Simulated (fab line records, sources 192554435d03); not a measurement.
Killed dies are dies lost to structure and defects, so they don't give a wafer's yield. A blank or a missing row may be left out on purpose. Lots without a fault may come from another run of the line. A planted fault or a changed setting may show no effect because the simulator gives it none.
Chamber matching | flow n5_finfet | N5_BEOL_M4_ETCH_70 on rie_diel-04: 4 sister chambers
The step etches SOC in N2/H2, target depth 80 nm, overetch 24 nm, time 130 s. 14 wafers are shown with their chamber, then 7 later ones without.

WAFERS WITH THEIR CHAMBER
wafer  | chamber | showerhead_plenum_p_Torr (Torr) | drypump_motor_current_A (A) | throttle_valve_pct (%)
L074.1 | 3       | 2.55                            | 5.2                         | 17.92
L074.2 | 2       | 2.50                            | 5.4                         | 17.66
L074.6 | 1       | 2.42                            | 5.9                         | 17.77
L076.3 | 0       | 2.52                            | 5.5                         | 17.90
L076.4 | 1       | 2.42                            | 5.9                         | 17.77
L076.5 | 0       | 2.52                            | 5.5                         | 17.91
L077.2 | 0       | 2.52                            | 5.6                         | 17.93
L077.3 | 1       | 2.42                            | 5.9                         | 17.75
L077.5 | 0       | 2.52                            | 5.5                         | 17.92
L079.1 | 1       | 2.42                            | 5.9                         | 17.76
L079.3 | 0       | 2.52                            | 5.6                         | 17.94
L079.4 | 1       | 2.42                            | 5.9                         | 17.77
L090.1 | 1       | 2.41                            | 5.9                         | 17.79
L090.2 | 0       | 2.51                            | 5.6                         | 17.98

SIGNATURES (means of the wafers above)
reading                  | chamber 0 | chamber 1 | chamber 2 | chamber 3 | scatter within a chamber
showerhead_plenum_p_Torr | 2.5183    | 2.4183    | 2.5000    | 2.5500    | 0.00408
drypump_motor_current_A  | 5.550     | 5.900     | 5.400     | 5.200     | 0.0387
throttle_valve_pct       | 17.9300   | 17.7683   | 17.6600   | 17.9200   | 0.0221
Rule: a wafer's distance from a chamber is the root of the sum, over the readings, of the square of ((its reading less the chamber's mean) divided by the reading's scatter). The wafer belongs to the nearest chamber; if the next one is less than 2 further off, it can't be placed. The scatter: the root of (the sum of the squares of (reading less its chamber's mean) over the shown wafers, divided by (wafers less chambers)).

WAFERS WITHOUT THEIR CHAMBER
wafer  | showerhead_plenum_p_Torr (Torr) | drypump_motor_current_A (A) | throttle_valve_pct (%)
L090.4 | 2.41                            | 5.9                         | 17.77
L087.2 | 2.41                            | 5.9                         | 17.82
L087.3 | 2.53                            | 5.2                         | 18.00
L087.4 | 2.53                            | 5.2                         | 17.99
L093.1 | 2.50                            | 5.5                         | 17.49
L093.2 | 2.48                            | 5.4                         | 17.27
L093.4 | 2.52                            | 5.2                         | 18.03

WHICH CHAMBER EACH WENT THROUGH
wafer  | from the rows above     | in truth
L090.4 | 1                       | 1
L087.2 | 1                       | 1
L087.3 | 3                       | 3
L087.4 | 3                       | 3
L093.1 | 2                       | 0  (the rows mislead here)
L093.2 | 2                       | 2
L093.4 | can't be placed: 3 or 0 | 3
Placed correctly: 5 of 7. Can't be placed from these rows: 1 (the true chamber is among the candidates in 1). Placed wrongly: 1.
